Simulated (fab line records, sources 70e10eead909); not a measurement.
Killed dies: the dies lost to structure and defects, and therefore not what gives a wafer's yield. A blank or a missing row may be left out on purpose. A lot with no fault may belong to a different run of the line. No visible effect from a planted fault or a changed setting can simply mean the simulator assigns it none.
Struck lot and sound lot, side by side || flow nand-harc || 25 steps out of a route of 1302
Sound: these wafers, L132.1, L132.2, L132.6. Wafers struck: L147.2, L147.3, L147.4. The cause is given at the end.
For every step that has rows: the tool of each side, followed by ch and its chambers, followed by its first start. Under that, the readings that differ: sound wafers || struck wafers || difference of the means || sigmas: that difference in standard deviations of wafers without a fault.
alike: words and numbers the same on both sides, and readings whose means are apart by under 2 such deviations; not compared: readings that were withheld, readings missing a value for some wafer, numbers with overlapping values and no deviation given by the record, and bounds like >300 which may hide the same value.
A row with sigmas, a row that says differs or no value, or rows on one side alone: a step with any of these is where the two part. Numbers that have no deviation but don't overlap get no sigmas and don't part them. A reading missing from all wafers of one side parts the sides only when that side holds two or more wafers.

first, 4 steps without rows for these wafers: NHARC_P_GATE_PRECLEAN_71 (cleans in SC1); NHARC_P_GATE_SRD_72; NHARC_P_GATE_OXIDE_16 (material SiO2, target thk 3 nm, ox time 392 s); NHARC_P_GATE_CVD_17 (deposits poly-Si, target thk 150 nm, time 900 s).
NHARC_P_GATE_HM_DEP_102: deposits aC, target thk 120 nm.
  sound on acl-dep-01 ch 0, day 6 08:01; struck on acl-dep-03 ch 0, day 12 17:59
  alike: throttle-valve-pct
NHARC_P_GATE_DEP_103: deposits SiON, target thk 30 nm.
  sound on pecvd-04 ch 0,1,2, day 6 08:41; struck on pecvd-01 ch 0,1,2, day 12 18:32
  alike: heater-power-w
then, 6 steps without rows for these wafers: NHARC_P_GATE_DEHYDRATE_18 (time 120 s); NHARC_P_GATE_HMDS_19 (time 30 s); NHARC_P_GATE_COAT_20 (resist thk 90 nm); NHARC_P_GATE_SOFTBAKE_21 (time 55 s); NHARC_P_GATE_EBR_22; NHARC_P_GATE_EXPOSE_23 (exposes mask P GATE, target cd 120 nm).
NHARC_P_GATE_PEB_24: peb time 65 s.
  sound on litho-track-04 ch 0, day 6 09:11; struck on litho-track-06 ch 0, day 12 19:01
then, 1 step without rows for these wafers: NHARC_P_GATE_DEVELOP_25 (develop time 35 s).
NHARC_P_GATE_CD_MEAS_26: the cd target is 120 nm.
  sound on cd-sem-01 ch 0, day 6 09:16; struck on cd-sem-03 ch 0, day 12 19:05
{"reading": "cd-nm (nm)", "sound": "119.5 119.3 119.4", "struck": "116.2 116.3 116.4", "difference": -3.1, "sigmas": -7}
NHARC_P_GATE_OVL_MEAS_27:
  struck on overlay-01, day 12 19:11; sound on overlay-01, day 6 09:21
  alike: overlay-x-nm, overlay-y-nm
NHARC_P_GATE_INSPECT_28:
  struck on defect-inspect-01, day 12 19:13; sound on defect-inspect-01, day 6 09:23
  alike: raw-defect-count
NHARC_P_GATE_DESCUM_31: chemistry O2, time 3 s.
  sound on rie-diel-13 ch 1,3, day 6 09:28; struck on rie-diel-13 ch 0,1,2, day 12 19:17
{"reading": "model.P_GATE.cd-nm (nm)", "sound": "119.4 119.4 118.9", "struck": "116.4 116.6 116.8", "difference": -2.6, "sigmas": ""}
  alike: drypump-motor-current-A, o2-flow-sccm, oes-product-au, rf-vpp-V, showerhead-plenum-p-Torr, throttle-valve-pct
  not compared: rf-hours-counter-h
NHARC_P_GATE_ETCH_104: etches the open film in CF4/CHF3, target depth 60 nm.
  sound on rie-diel-13 ch 0,2,3, day 6 09:32; struck on rie-diel-13 ch 1,2,3, day 12 19:22
  alike: drypump-motor-current-A, oes-product-au, rf-vpp-V, showerhead-plenum-p-Torr, throttle-valve-pct
then, 2 steps without rows for these wafers: NHARC_P_GATE_HM_OPEN_105 (chemistry O2/COS, target depth 360 nm); NHARC_P_GATE_STRIP_106 (strips in O2/COS).
NHARC_P_GATE_ETCH_114: etches the open film in CF4/O2, target depth 30 nm, overetch 3 nm, time 16.5 s.
  sound: rie-diel-13 ch 0,2,3; struck: rie-diel-13 ch 0,1,2
  alike: drypump-motor-current-A, o2-flow-sccm, oes-product-au, rf-vpp-V, showerhead-plenum-p-Torr, throttle-valve-pct
  not compared: rf-hours-counter-h
NHARC_P_GATE_ETCH_32: etches the open film in HBr/Cl2, target depth 150 nm, time 100.1 s.
  sound on rie-si-03 ch 2,3, day 6 09:55; struck on rie-si-06 ch 1,2,3, day 12 19:44
{"reading": "oes-product-au (a.u.)", "sound": "0.977 0.995 0.980", "struck": "1.000 0.998 1.010", "difference": "+0.019", "sigmas": "+2"}
  alike: drypump-motor-current-A, throttle-valve-pct
  not compared: rf-hours-counter-h, model.P_GATE.cd-nm
NHARC_P_GATE_STRIP_108: strips in O2.
  sound on rie-diel-13 ch 1,3, day 6 10:05; struck on rie-diel-03 ch 1,3, day 12 19:55
  alike: drypump-motor-current-A, o2-flow-sccm, oes-product-au, rf-vpp-V, showerhead-plenum-p-Torr, throttle-valve-pct
  not compared: rf-hours-counter-h
-- record jumps: 20 days between struck wafers' starts before vs after; left off in module P_GATE, resumes in module END, first step shown is number 1302 of the route --
NHARC_END_SORT_01:
  only the struck wafers appear in the record here, on prober-01 ch 0 at day 32 18:22; the sound ones have no rows

WHERE THEY PART
First at NHARC_P_GATE_CD_MEAS_26; last, within this record, at NHARC_END_SORT_01.

WHY: the cause the simulator had injected
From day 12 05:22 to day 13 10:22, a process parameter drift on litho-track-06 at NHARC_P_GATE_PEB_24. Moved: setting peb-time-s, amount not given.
